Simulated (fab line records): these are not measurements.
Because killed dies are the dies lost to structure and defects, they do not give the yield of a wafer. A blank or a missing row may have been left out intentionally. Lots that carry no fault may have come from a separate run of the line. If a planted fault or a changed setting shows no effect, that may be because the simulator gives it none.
Chamber matching	flow nand-harc	3 sister chambers for NHARC_A_SGD_CUT_DEP_00 on pecvd-02
The step deposits SiNx, target thk 50 nm. 6 wafers are shown with their chamber, then 9 later ones without.

== WAFERS, EACH WITH ITS CHAMBER ==
wafer	chamber	heater-power-w (W)
L082.1	1	821
L082.5	1	670
L084.1	0	670
L089.3	2	754
L089.4	2	720
L089.6	0	572

== WAFERS WITHOUT THEIR CHAMBER ==
wafer	heater-power-w (W)
L090.2	725
L090.3	601
L090.6	768
L092.2	767
L092.3	677
L092.4	519
L094.1	792
L094.5	571
L094.6	678

== CHAMBER TAKEN BY EACH ==
wafer	from the rows above	in truth
L090.2	can't be placed: 2 or 1 or 0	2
L090.3	can't be placed: 0 or 2 or 1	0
L090.6	can't be placed: 1 or 2 or 0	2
L092.2	can't be placed: 1 or 2 or 0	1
L092.3	can't be placed: 0 or 2 or 1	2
L092.4	can't be placed: 0 or 2 or 1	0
L094.1	can't be placed: 1 or 2 or 0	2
L094.5	can't be placed: 0 or 2 or 1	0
L094.6	can't be placed: 0 or 2 or 1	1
0 of 9 placed correctly. Unplaceable from these rows: 9, with the true chamber sitting among the candidates in 9. 0 placed wrongly.
How it was worked out, from the rows above alone: a wafer's distance from a chamber is the root of the sum, over the readings, of the square of ((its reading less the chamber's mean) divided by the reading's scatter). The wafer belongs to the nearest chamber; if the next one is less than 2 further off, it can't be placed. A chamber's mean is the mean of its shown wafers. How the scatter is found: for the shown wafers, subtract from each reading the mean of its chamber, square and add these, divide the total by (wafers less chambers), then take the root.
